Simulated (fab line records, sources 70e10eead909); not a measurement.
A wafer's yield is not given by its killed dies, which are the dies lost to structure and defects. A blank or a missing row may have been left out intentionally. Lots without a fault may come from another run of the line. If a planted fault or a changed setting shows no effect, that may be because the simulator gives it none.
A struck lot beside a sound one ; flow nandHarc ; 14 steps out of a route of 1302
Sound: wafers L169.1, L169.3, L169.6. Struck: wafer L179.1. (L179.2, L179.3 of the same lot were not struck and are left out.) The cause comes at the end.
For every step that has rows: the tool of each side, followed by ch and its chambers, followed by its first start. Under that, the readings that differ: sound wafers ; struck wafers ; difference of the means ; sigmas: that difference in standard deviations of wafers without a fault.
alike: words and numbers the same on both sides, and readings whose means are apart by under 2 such deviations; not compared: readings that were withheld, readings missing a value for some wafer, numbers with overlapping values and no deviation given by the record, and bounds like >300 which may hide the same value.
A row with sigmas, a row that says differs or no value, or rows on one side alone: a step with any of these is where the two part. Numbers that have no deviation but don't overlap get no sigmas and don't part them. Lack of a reading on every wafer of one side parts them only where that side has two or more wafers.

first, 7 steps without rows for these wafers: NHARC_A_BONDPAD_COAT_33 (time 65 s); NHARC_A_BONDPAD_COAT_03 (resist thk 600 nm); NHARC_A_BONDPAD_SOFTBAKE_04 (time 70 s); NHARC_A_BONDPAD_EBR_05; NHARC_A_BONDPAD_EXPOSE_06 (exposes mask A BPAD); NHARC_A_BONDPAD_PEB_07 (peb time 80 s); NHARC_A_BONDPAD_DEVELOP_08 (time 50 s).
NHARC_A_BONDPAD_CD_MEAS_09 targets a cd of 500 nm.
  sound on cdSem-01 ch 0, day 23 20:50; struck on cdSem-02 ch 0, day 28 16:03
  alike: cdNm
NHARC_A_BONDPAD_OVL_MEAS_35:
  sound on overlay-02, day 23 20:55; struck on overlay-01, day 28 16:08
  alike: overlayXNm, overlayYNm
then, 1 step without rows for these wafers: NHARC_A_BONDPAD_HARDBAKE_10 (time 65 s).
NHARC_A_BONDPAD_DESCUM_11: chemistry O2, time 3 s.
  sound on rieDiel-09 ch 0,1, day 23 21:02; struck on rieDiel-09 ch 1, day 28 16:16
reading;sound;struck;difference;sigmas
oesProductAu (a.u.);1.002 1.015 1.008;0.986;-0.022;-2
  alike: drypumpMotorCurrentA, rfVppV, showerheadPlenumPTorr, throttleValvePct
  not compared: rfHoursCounterH
NHARC_A_BONDPAD_ETCH_34: etches the open film in N2/H2, target depth 60 nm, overetch 18 nm, time 65.91 s.
  sound on rieDiel-09 ch 1,2, day 23 21:08; struck on rieDiel-09 ch 3, day 28 16:22
  alike: drypumpMotorCurrentA, oesProductAu, rfFwdPowerW, rfVppV, runLengthS, showerheadPlenumPTorr, throttleValvePct
  not compared: rfHoursCounterH
NHARC_A_BONDPAD_ETCH_12: etches the open film in CHF3/O2, target depth 220 nm, time 110 s.
  sound on rieDiel-09 ch 0,2,3, day 23 21:14; struck on rieDiel-09 ch 1, day 28 16:26
reading;sound;struck;difference;sigmas
runLengthS (s);130.9 132.1 131.0;111.6;-19.7;-45
  alike: drypumpMotorCurrentA, oesProductAu, rfVppV, showerheadPlenumPTorr, throttleValvePct
  not compared: rfFwdPowerW, rfHoursCounterH
NHARC_A_BONDPAD_CD_MEAS_13:
  sound on cdSem-02, day 23 21:22; struck on cdSem-01, day 28 16:35
reading;sound;struck;difference;sigmas
cdNm (nm);500.3 503.7 499.7;497.0;-4.2;-2

== WHERE THEY PART ==
Earliest at NHARC_A_BONDPAD_DESCUM_11; latest, in this record, at NHARC_A_BONDPAD_CD_MEAS_13.

WHY: what had been put in by the simulator
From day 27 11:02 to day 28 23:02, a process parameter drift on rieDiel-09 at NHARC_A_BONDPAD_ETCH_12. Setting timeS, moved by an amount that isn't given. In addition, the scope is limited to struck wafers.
